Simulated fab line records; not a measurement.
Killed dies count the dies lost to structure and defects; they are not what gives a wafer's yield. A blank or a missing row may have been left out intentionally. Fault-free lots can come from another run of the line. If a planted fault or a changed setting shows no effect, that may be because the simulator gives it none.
Chamber matching | flow n5Finfet | rieDiel-03 running N5_MOL_CONTACT_COAG_STRIP_72: 4 sister chambers
The step strips in N2/H2. 22 wafers are shown with their chamber, then 11 later ones without.

## WAFERS, EACH WITH ITS CHAMBER
wafer  | chamber | drypumpMotorCurrentA (A) | showerheadPlenumPTorr (Torr) | throttleValvePct (%)
L074.2 | 1       | 6.6                      | 2.43                         | 24.2
L074.3 | 0       | 5.0                      | 2.60                         | 23.6
L074.4 | 2       | 4.8                      | 2.52                         | 23.4
L076.1 | 0       | 5.0                      | 2.59                         | 23.7
L076.2 | 2       | 4.8                      | 2.51                         | 23.4
L076.5 | 2       | 4.8                      | 2.51                         | 23.4
L078.3 | 3       | 6.5                      | 2.70                         | 23.1
L078.5 | 2       | 4.8                      | 2.51                         | 23.5
L078.6 | 3       | 6.6                      | 2.70                         | 23.1
L079.1 | 3       | 6.5                      | 2.69                         | 23.1
L079.4 | 0       | 5.0                      | 2.59                         | 23.7
L079.6 | 0       | 5.1                      | 2.59                         | 23.7
L085.1 | 2       | 4.8                      | 2.51                         | 23.5
L085.2 | 3       | 6.5                      | 2.69                         | 23.2
L085.5 | 2       | 4.8                      | 2.50                         | 23.4
L088.2 | 2       | 4.8                      | 2.50                         | 23.5
L088.5 | 2       | 4.8                      | 2.50                         | 23.4
L088.6 | 3       | 6.5                      | 2.69                         | 23.2
L089.2 | 0       | 5.0                      | 2.58                         | 23.7
L089.3 | 3       | 6.5                      | 2.69                         | 23.2
L089.6 | 1       | 6.6                      | 2.41                         | 24.3
L090.1 | 2       | 4.8                      | 2.50                         | 23.5

SIGNATURES (averages over the wafers above)
reading               | chamber 0 | chamber 1 | chamber 2 | chamber 3 | scatter within a chamber
drypumpMotorCurrentA  | 5.020     | 6.600     | 4.800     | 6.517     | 0.0301
showerheadPlenumPTorr | 2.5900    | 2.4200    | 2.5067    | 2.6933    | 0.0072
throttleValvePct      | 23.680    | 24.250    | 23.444    | 23.150    | 0.0528
Rule: a wafer lies at a distance from a chamber equal to the root of the sum of squares, over the readings, of (its reading less the chamber's mean, divided by the reading's scatter). If the next closest chamber is less than 2 further off than the closest, the wafer can't be placed; otherwise it belongs to the closest. The scatter is the square root of a quotient: the sum, over the shown wafers, of each reading's squared deviation from its chamber's mean, divided by wafers minus chambers.

## WAFERS WITH NO CHAMBER GIVEN
wafer  | drypumpMotorCurrentA (A) | showerheadPlenumPTorr (Torr) | throttleValvePct (%)
L090.2 | 6.6                      | 2.42                         | 24.2
L090.3 | 6.5                      | 2.68                         | 23.2
L091.2 | 5.0                      | 2.58                         | 23.7
L091.4 | 6.5                      | 2.68                         | 23.2
L091.5 | 5.0                      | 2.58                         | 23.8
L093.1 | 6.6                      | 2.41                         | 24.3
L093.3 | 4.8                      | 2.50                         | 23.5
L093.5 | 6.6                      | 2.41                         | 24.3
L096.2 | 6.5                      | 2.41                         | 24.2
L096.4 | 5.1                      | 2.58                         | 23.8
L096.6 | 6.5                      | 2.68                         | 23.2

## WHICH CHAMBER EACH WENT THROUGH
wafer  | from the rows above | in truth
L090.2 | 1                   | 1
L090.3 | 3                   | 3
L091.2 | 0                   | 0
L091.4 | 3                   | 3
L091.5 | 0                   | 0
L093.1 | 1                   | 1
L093.3 | 2                   | 2
L093.5 | 1                   | 1
L096.2 | 1                   | 1
L096.4 | 0                   | 0
L096.6 | 3                   | 3
11 of 11 placed correctly. Can't be placed from these rows: 0. Wrongly placed: 0.
